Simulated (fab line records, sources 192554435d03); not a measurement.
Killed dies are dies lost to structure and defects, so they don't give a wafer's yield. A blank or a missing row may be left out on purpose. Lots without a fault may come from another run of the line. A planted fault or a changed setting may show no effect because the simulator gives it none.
fab line records | flow n5_finfet | part 2 of 2: steps 4 to 6 of 6
record lots=21 wafers=63 last_day=18
route steps=1938 shown BEOL_M7@1279 BEOL_M8@1334
lots that met no fault: from a run of the same line without faults
start_h: hours from the record's first day to the start of the lot's first wafer shown | wait_h: hours since the lot's step before | " the same as in the row above | L1.1+2: a row that stands for several wafers | - no value, or no start given | * or withheld: withheld | < > ~ a bound
route shown NAME@n: a module of which the file shows steps, and the number in the route of the first | usual: mean/standard deviation of fault-free wafers | same: alike in all rows | chamber/n: place in a boat | sites: the reading at each site | _std_site: their standard deviation | _edge_site: outer sites' mean less inner sites' | radius_mm: how far each site lies from the wafer's centre | mask NAME#n: copy n | behind: the tool/chamber that last shaped the wafer | hold: why the lot was held/for how many hours/how that ended | device: the transistor (n, p or np) that didn't switch | end of line: the same wafers' tests at the end of the route | a step without rows: its recipe alone | killed: dies lost to structure and defects at the first sort, not the wafer's yield | map: a wafer's dies, x killed, . not, _ none there
set.NAME: the setting as run; set.NAME@STEP: as run at that earlier step | model.NAME: the simulator's own value behind a step, which no gauge read
steps of the route over a sample of lots; a table a step, a row a wafer
services: from which hour (start_h, from the record's first day; less than 0 if before it) a tool's chamber was out of use, for how many hours, and why
## steps
# step N5_BEOL_M7_CMP_52
# recipe stop_on=SiCOH_lowk t_overpolish_s=6.9 down_force_psi=1 platen_rpm=50 clearing_platen_down_force_psi=1.5 clearing_platen_rpm=50 post_cmp_clean=cu_alkaline target_thk_nm=80 clearing_platen_pad_velocity_m_s=0.99484 pad_velocity_m_s=0.99484
# usual barrier_field_endpoint_s=29.0/0.77 edge_zone_pressure_frac=1.000/0.0045 motor_current_A=6.3/0.77 overpolish_run_s=6.902/0.01 pad_life_wafers=1100/680 retaining_ring_pressure_frac=1.000/0.0048 time_to_endpoint_s=62.8/2.8
# same t_overpolish_s=6.9
# columns lot.wafer tool chamber start_h wait_h barrier_field_endpoint_s edge_zone_pressure_frac motor_current_A overpolish_run_s pad_life_wafers retaining_ring_pressure_frac time_to_endpoint_s
L074.4 cmp-03 1 195.87 0.5 29.2 1.004 6.5 6.893 1314 0.999 64.1
L074.2 " 2 " " 28.9 1.007 7.0 6.902 1315 0.990 61.2
L074.3 " 3 " " 29.5 0.994 6.2 6.906 1316 0.993 64.5
L075.2 cmp-02 1 207.90 0.2 29.0 1.000 6.4 6.898 1693 1.006 61.6
L075.1 " 3 " " 28.6 0.994 5.4 6.909 1695 1.006 63.0
L075.5 " 1 " " 28.8 0.999 7.1 6.892 - 1.002 59.9
L076.2 cmp-01 3 215.99 0.2 29.0 0.996 8.2 6.906 589 1.004 65.8
L076.4 " 0 " " 29.0 1.002 7.2 6.895 590 0.994 63.2
L076.5 " 3 " " 29.7 0.992 8.1 6.897 - 1.000 64.5
L077.3 cmp-03 3 220.89 0.2 28.4 0.999 6.0 6.889 1526 0.997 65.3
L077.6 " 1 " " 28.5 0.995 6.2 6.907 - 1.000 65.2
L077.5 " 2 " " 29.2 1.000 7.3 6.918 - 1.003 65.3
L078.1 cmp-02 3 226.23 0.3 28.7 1.006 5.5 6.918 1806 1.006 65.1
L078.4 " 1 " " 29.1 0.992 6.8 6.892 1808 1.000 60.3
L078.5 " 3 " " 29.5 0.995 5.6 6.899 - 1.002 63.5
L079.3 cmp-02 0 233.79 0.2 27.8 0.995 5.8 6.907 1862 0.997 62.2
L079.1 " 1 " " 27.7 1.009 6.8 6.893 1863 0.998 57.7
L079.5 " 2 " " 28.9 0.998 6.8 6.901 - 0.995 58.7
L080.2 cmp-03 2 239.59 0.3 29.4 1.001 7.0 6.879 1689 1.001 66.8
L080.5 " 3 " " 29.7 1.002 6.1 6.906 - 0.997 69.1
L080.6 " 0 " " 29.4 1.002 5.8 6.899 - 0.997 67.3
L084.3 cmp-02 1 246.65 0.2 28.8 0.996 6.7 6.905 1956 1.004 60.9
L084.1 " 3 " " 30.0 1.000 5.2 6.898 1958 0.999 63.9
L084.6 " 2 " " 29.9 0.999 6.9 6.889 - 1.006 62.9
L082.1 cmp-03 0 252.51 0.3 29.2 0.999 5.3 6.897 1796 1.004 64.1
L082.3 " 1 " " 28.1 1.000 6.2 6.902 1797 0.995 61.8
L082.5 " 3 " " 29.2 1.002 6.1 6.900 - 1.005 62.0
L083.2 cmp-02 3 260.86 0.3 28.2 1.001 5.5 6.916 2060 0.992 59.4
L083.5 " 1 " " 28.8 1.011 6.8 6.901 - 0.998 59.6
L083.6 " 2 " " 27.8 1.003 6.5 6.898 - 1.001 59.1
L086.3 cmp-02 2 270.08 0.2 28.8 1.006 6.9 6.899 25 1.001 64.4
L086.4 " 3 " " 29.4 1.004 5.7 6.900 26 1.002 65.0
L086.5 " 2 " " 28.2 1.010 6.7 6.911 - 1.000 63.4
L085.2 cmp-03 1 270.40 0.2 30.3 0.999 6.2 6.894 1945 0.998 64.5
L085.6 " 0 " " 30.0 1.007 5.9 6.915 - 0.993 64.4
L085.5 " 1 " " 29.7 1.002 6.4 6.903 - 1.001 61.4
L087.1 cmp-02 1 285.29 0.9 28.4 0.992 6.8 6.897 204 0.995 60.2
L087.4 " 3 " " 29.4 0.999 5.6 6.906 206 0.997 62.0
L087.5 " 1 " " 28.7 1.000 6.5 6.899 - 0.994 61.0
L088.3 cmp-02 1 288.65 0.2 27.5 0.999 6.7 6.921 258 0.999 57.1
L088.2 " 0 " " 27.7 0.995 6.2 6.922 261 1.008 59.1
L088.5 " 1 " " 28.3 1.003 6.7 6.898 - 0.998 57.0
L090.3 cmp-01 1 292.85 0.2 29.5 0.995 6.5 6.901 1080 0.998 63.7
L090.2 " 3 " " 29.4 1.003 8.3 6.915 1082 0.995 63.8
L090.1 " 0 " " 29.3 1.000 7.2 6.897 1083 1.003 59.3
L092.4 cmp-03 1 306.25 0.2 29.4 0.998 6.1 6.910 211 0.999 67.3
L092.5 " 0 " " 29.2 1.000 5.5 6.884 - 1.005 66.1
L092.6 " 1 " " 29.5 0.999 6.5 6.915 - 1.003 64.3
L095.1 cmp-01 1 313.50 0.3 28.6 1.007 6.4 6.913 1272 0.994 59.1
L095.3 " 2 " " 29.6 0.996 5.1 6.876 1273 1.004 64.7
L095.2 " 3 " " 28.4 0.999 8.0 6.903 1274 1.001 61.9
L094.1 cmp-01 1 325.33 0.3 28.2 0.998 6.5 6.928 1374 0.990 63.1
L094.3 " 2 " " 28.7 0.997 5.1 6.902 1375 0.998 63.9
L094.2 " 0 " " 28.5 1.004 6.9 6.906 1377 1.001 61.3
L096.1 cmp-03 0 328.75 0.3 29.2 1.001 5.7 6.911 373 0.995 65.6
L096.4 " 1 " " 30.6 1.003 6.2 6.899 374 0.995 64.6
L096.3 " 2 " " 28.4 0.999 7.0 6.900 375 1.002 64.8
L097.3 cmp-03 3 334.30 0.5 29.8 0.994 6.0 6.902 450 1.001 62.5
L097.1 " 0 " " 30.1 0.996 5.6 6.892 451 0.997 68.2
L097.6 " 0 " " 30.0 1.001 5.5 6.902 - 0.998 62.9
L091.4 cmp-02 3 346.23 0.1 28.5 0.993 5.7 6.906 660 1.002 61.0
L091.3 " 0 " " 28.8 1.001 5.8 6.894 661 0.999 59.3
L091.6 " 0 " " 28.3 0.996 6.0 6.921 - 1.001 61.4
# step N5_BEOL_M8_THK_MEAS_01
# recipe reads=SiCOH_lowk_of_BEOL_M8_ILD_DEP_00
# usual M8_ILD_THK=155.4/2.1
# columns lot.wafer tool chamber start_h wait_h M8_ILD_THK[nm]
L074.2 film_metro-02 - 196.94 0.4 152.4
L074.3 " - " " 152.8
L074.4 " - " " 155.1
L075.1 film_metro-02 - 208.98 0.4 152.5
L075.2 " - " " 153.6
L075.5 " - " " 154.9
L076.2 film_metro-02 - 217.05 0.4 155.9
L076.4 " - " " 156.9
L076.5 " - " " 156.1
L077.3 film_metro-02 - 221.90 0.3 155.0
L077.5 " - " " 154.2
L077.6 " - " " 155.2
L078.1 film_metro-01 - 227.41 0.4 153.8
L078.4 " - " " 156.1
L078.5 " - " " 156.2
L079.1 film_metro-01 - 234.78 0.4 154.8
L079.3 " - " " 155.4
L079.5 " - " " 157.1
L080.2 film_metro-02 - 240.55 0.4 152.7
L080.5 " - " " 155.7
L080.6 " - " " 156.4
L084.1 film_metro-02 - 247.75 0.4 156.7
L084.3 " - " " 156.5
L084.6 " - " " 158.8
L082.1 film_metro-02 - 253.78 0.4 157.2
L082.3 " - " " 154.1
L082.5 " - " " 159.0
L083.2 film_metro-02 - 261.97 0.4 156.0
L083.5 " - " " 158.6
L083.6 " - " " 159.0
L086.3 film_metro-02 - 271.12 0.3 152.7
L086.4 " - " " 157.4
L086.5 " - " " 157.6
L085.2 film_metro-02 - 271.43 0.4 156.2
L085.5 " - " " 159.8
L085.6 " - " " 159.5
L087.1 film_metro-02 - 286.35 0.4 153.9
L087.4 " - " " 158.5
L087.5 " - " " 158.0
L088.2 film_metro-01 - 289.71 0.4 155.1
L088.3 " - " " 154.5
L088.5 " - " " 158.9
L090.1 film_metro-02 - 293.91 0.4 153.9
L090.2 " - " " 155.7
L090.3 " - " " 157.3
L092.4 film_metro-01 - 307.28 0.2 154.4
L092.5 " - " " 155.3
L092.6 " - " " 152.3
L095.1 film_metro-02 - 314.59 0.4 152.4
L095.2 " - " " 151.6
L095.3 " - " " 154.8
L094.1 film_metro-02 - 326.68 0.4 155.4
L094.2 " - " " 153.1
L094.3 " - " " 154.1
L096.1 film_metro-01 - 330.28 0.8 150.4
L096.3 " - " " 152.6
L096.4 " - " " 155.1
L097.1 film_metro-02 - 335.39 0.4 152.4
L097.3 " - " " 153.4
L097.6 " - " " 155.0
L091.3 film_metro-02 - 347.30 0.3 154.3
L091.4 " - " " 154.7
L091.6 " - " " 155.2
# step N5_BEOL_M8_HM_DEP_02
# recipe material=TiN target_thk_a=200 temp_c=25 chamber_pressure_pa=0.49996
# usual throttle_valve_pct=30.4/1.2
# columns lot.wafer tool chamber start_h wait_h throttle_valve_pct
L074.2 pvd_sputter-01 - 198.21 1.2 29.9
L074.3 " - " " 29.8
L074.4 " - " " 29.2
L075.1 pvd_sputter-03 - 210.79 1.8 31.9
L075.2 " - " " 29.0
L075.5 " - " " 32.0
L076.2 pvd_sputter-03 - 218.47 1.4 30.2
L076.4 " - " " 28.9
L076.5 " - " " 32.5
L077.3 pvd_sputter-02 - 223.13 1.2 30.2
L077.5 " - " " 30.4
L077.6 " - " " 30.7
L078.1 pvd_sputter-02 - 229.25 1.8 28.2
L078.4 " - " " 30.6
L078.5 " - " " 30.7
L079.1 pvd_sputter-01 - 237.67 2.8 30.6
L079.3 " - " " 30.2
L079.5 " - " " 30.2
L080.2 pvd_sputter-01 - 241.43 0.8 30.3
L080.5 " - " " 30.3
L080.6 " - " " 29.5
L084.1 pvd_sputter-03 - 248.32 0.5 32.7
L084.3 " - " " 29.0
L084.6 " - " " 31.8
L082.1 pvd_sputter-03 - 254.19 0.4 29.2
L082.3 " - " " 30.1
L082.5 " - " " 30.1
L083.2 pvd_sputter-02 - 262.59 0.6 28.0
L083.5 " - " " 30.4
L083.6 " - " " 30.7
L086.3 pvd_sputter-03 - 273.03 1.9 30.2
L086.4 " - " " 31.8
L086.5 " - " " 32.1
L085.2 pvd_sputter-03 - 273.13 1.6 32.9
L085.5 " - " " 32.7
L085.6 " - " " 28.9
L087.1 pvd_sputter-03 - 288.21 1.8 28.9
L087.4 " - " " 31.6
L087.5 " - " " 31.6
L088.2 pvd_sputter-02 - 290.21 0.4 30.6
L088.3 " - " " 28.5
L088.5 " - " " 30.5
L090.1 pvd_sputter-02 - 296.52 2.5 30.7
L090.2 " - " " 28.3
L090.3 " - " " 30.6
L092.4 pvd_sputter-02 - 307.97 0.6 30.6
L092.5 " - " " 30.3
L092.6 " - " " 28.2
L095.1 pvd_sputter-01 - 315.27 0.6 29.9
L095.2 " - " " 30.3
L095.3 " - " " 30.0
L094.1 pvd_sputter-02 - 327.27 0.5 28.2
L094.2 " - " " 30.2
L094.3 " - " " 30.5
L096.1 pvd_sputter-03 - 331.77 1.4 32.7
L096.3 " - " " 30.3
L096.4 " - " " 32.7
L097.1 pvd_sputter-01 - 335.78 0.3 30.1
L097.3 " - " " 30.2
L097.6 " - " " 30.4
L091.3 pvd_sputter-03 - 348.34 1.0 30.1
L091.4 " - " " 29.0
L091.6 " - " " 30.0
## services
# columns tool chamber start_h hours kind
pvd_sputter-03 - 168.44 10.5 repair
cmp-02 - 172.36 4.9 pm
rie_diel-04 3 193.36 5.3 repair
cmp-02 - 194.36 2.7 repair
cmp-03 - 198.27 1.0 repair
rie_diel-04 3 210.71 1.6 repair
cmp-02 - 218.33 5.7 pm
rie_diel-05 3 242.10 - clean
rie_diel-05 3 242.10 - consumable_replace:focus_ring
rie_diel-05 3 242.10 27.1 scheduled_down
rie_diel-05 3 242.10 27.1 vent_cycle
rie_diel-05 1 245.40 1.7 repair
cmp-02 - 247.72 1.5 repair
cmp-02 - 263.21 4.0 pm
rie_diel-04 2 270.32 2.7 repair
cmp-01 - 272.53 4.6 pm
cmp-03 - 282.73 4.0 pm
rie_diel-04 2 293.38 3.7 repair
cmp-01 - 303.39 0.9 repair
cmp-03 - 310.68 2.1 pm
cmp-03 - 321.71 1.7 repair
cmp-01 - 328.46 8.8 repair
cmp-02 - 330.03 11.7 pm
pvd_sputter-03 - 340.49 2.0 repair
